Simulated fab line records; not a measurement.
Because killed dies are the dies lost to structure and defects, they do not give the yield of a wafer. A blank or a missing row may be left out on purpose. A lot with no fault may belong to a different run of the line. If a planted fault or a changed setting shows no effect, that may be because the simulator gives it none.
Split-lot study	flow n5Finfet	route with 1938 steps; 7 lots, 39 wafers read

## SPLIT DETAILS
At N5_BEOL_M0_SAQP_SPACER1_ALD_98 (deposits SiO2, target thk 12.8 nm, pulse time 1 s, purge time 2 s), the setting aldCycles was moved away from the recipe's 138 on 15 of the 39 wafers read, by -41.3% to +50.0%. The other wafers ran this setting at the recipe's value.

## FROM THE SPLIT TO THE READING: what the file shows between them, 2 steps
- N5_BEOL_M0_SAQP_SPACER1_ETCHBACK_99: etches SiO2 in CHF3/O2, target depth 15.4 nm, time 7.7 s
- N5_BEOL_M0_SAQP_MANDREL1_REMOVE_100: chemistry HBr/Cl2/O2, target a-Si, stops on SiNx, bt time 10 s

## THE READING
cdNm (nm) at N5_BEOL_M0_SAQP_CD_MEAS_25, where the cd target is 13.1 nm. On this fab line, fault-free wafers typically give 12.77 nm with a standard deviation of 0.22 nm.

wafer	tool, chamber at the split	aldCycles as run	against the recipe	cdNm, nm	against lot-mates on the recipe
L077.1	aldSin-02, 3,3,0	207	+50.0%	19.75	+6.95
L077.2	aldSin-02, 0,1,2	138	recipe	12.96	-
L077.3	aldSin-02, 0,1,2	138	recipe	12.66	-
L077.4	aldSin-02, 0,1,2	138	recipe	12.78	-
L077.5	aldSin-02, 3,3,0	207	+50.0%	19.35	+6.55
L077.6	aldSin-02, 3,3,0	207	+50.0%	19.27	+6.47
L081.1	aldSin-02, 1,0,1	138	recipe	13.01	-
L081.2	aldSin-02, 1,0,1	138	recipe	12.83	-
L081.3	aldSin-02, 2	81	-41.3%	7.24	-5.62
L081.4	aldSin-02, 3	81	-41.3%	7.73	-5.13
L081.5	aldSin-02, 2	81	-41.3%	7.34	-5.52
L081.6	aldSin-02, 1,0,1	138	recipe	12.74	-
L088.1	aldSin-02, 0,1,3,2,3,0	138	recipe	12.95	-
L088.2	aldSin-02, 0,1,3,2,3,0	138	recipe	12.59	-
L088.3	aldSin-02, 0,1,3,2,3,0	138	recipe	12.69	-
L088.4	aldSin-02, 0,1,3,2,3,0	138	recipe	12.85	-
L088.5	aldSin-02, 0,1,3,2,3,0	138	recipe	12.57	-
L088.6	aldSin-02, 0,1,3,2,3,0	138	recipe	12.61	-
L090.1	aldSin-01, 1	138	recipe	12.60	-
L090.3	aldSin-01, 0,1	138	recipe	12.51	-
L090.6	aldSin-01, 0,1	138	recipe	13.04	-
L091.1	aldSin-01, 3,1,0	138	recipe	12.96	-
L091.2	aldSin-01, 3,1,0	138	recipe	12.59	-
L091.3	aldSin-01, 2,0,1	110	-20.3%	9.92	-2.92
L091.4	aldSin-01, 2,0,1	110	-20.3%	10.01	-2.83
L091.5	aldSin-01, 2,0,1	110	-20.3%	10.32	-2.52
L091.6	aldSin-01, 3,1,0	138	recipe	12.96	-
L094.1	aldSin-01, 0,1,3	138	recipe	12.86	-
L094.2	aldSin-01, 3,2,0	86	-37.7%	8.18	-4.65
L094.3	aldSin-01, 3,2,0	86	-37.7%	8.04	-4.79
L094.4	aldSin-01, 0,1,3	138	recipe	12.74	-
L094.5	aldSin-01, 0,1,3	138	recipe	12.90	-
L094.6	aldSin-01, 3,2,0	86	-37.7%	8.09	-4.74
L097.1	aldSin-02, 1,0,2	138	recipe	12.85	-
L097.2	aldSin-02, 1,0,2	138	recipe	13.07	-
L097.3	aldSin-02, 3,1,2	207	+50.0%	19.05	+6.15
L097.4	aldSin-02, 1,0,2	138	recipe	12.78	-
L097.5	aldSin-02, 3,1,2	207	+50.0%	19.02	+6.12
L097.6	aldSin-02, 3,1,2	207	+50.0%	19.04	+6.14
The file does not say which wafer passed through which chamber wherever a row lists several chambers: such a row stands for several wafers.

FIT RESULTS
A straight line over all 39 wafers: cdNm changes by +0.129 nm for each +1% of aldCycles; r = +1.00; the points scatter about the line by 0.19 nm.
The same after taking each lot's own level away (the mean of its wafers on the recipe; 39 wafers): +0.129 nm for each +1%; r = +1.00; scatter 0.2 nm.
According to that fit, moving aldCycles by its largest amount changes the reading by 6.4 nm.
Measured against the standard deviation above, the lots' own levels, which go from 12.710 to 12.900 nm, span 0.9 times it.
Consequently the slope shifts little with the lot-to-lot level, the two slopes agreeing.
Check: +6.34 nm against its lot-mates is what the line predicts for one of the wafers moved furthest among these (+50.0%) when that wafer is left out of the fit. It came out at +6.95 nm against them.

## OTHER SPLITS APPLIED TO THESE WAFERS
Other splits were also applied to these wafers ahead of the reading. Each is held against what the fit with the lots' levels taken away leaves over:
other split on the same wafers	wafers away from the commonest value	r with cdNm (lot level and that fit taken away)
N5_FIN_SAQP_HM_DEP_03 targetThkA	15	-0.16
N5_SD_EPI_N_EPI_21 epiGrowthTimeS	12	+0.06
N5_GATE_CUT_ALD_22 aldCycles	18	+0.13

## THE WHOLE CHAIN: every reading that the file lists as answering this split, in the file's order
step	what it does	reading	change (the file's fit)	r (the file's)
N5_BEOL_M0_SAQP_SPACER1_ALD_98	deposits SiO2, target thk 12.8 nm, pulse time 1 s, purge time 2 s	SiO2_of_BEOL_M0_SAQP_SPACER1_ALD_98.thkNm (the simulator's own value, which no gauge read)	+0.128 nm for each +1% of the setting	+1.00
N5_BEOL_M0_SAQP_MANDREL1_REMOVE_100	chemistry HBr/Cl2/O2, target a-Si, stops on SiNx, bt time 10 s	SiO2_of_BEOL_M0_SAQP_SPACER1_ALD_98.thkNm (the simulator's own value, which no gauge read)	+0.117 nm for each +1% of the setting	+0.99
N5_BEOL_M0_SAQP_MANDREL1_REMOVE_100	chemistry HBr/Cl2/O2, target a-Si, stops on SiNx, bt time 10 s	BEOL_M0_SAQP.cdNm (the simulator's own value, which no gauge read)	+0.129 nm for each +1% of the setting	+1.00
N5_BEOL_M0_SAQP_CD_MEAS_25	target cd 13.1 nm	cdNm	+0.129 nm for each +1% of the setting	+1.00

## FILE'S OWN FIT
cdNm changes by +0.129 nm for each +1% of aldCycles, r = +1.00.
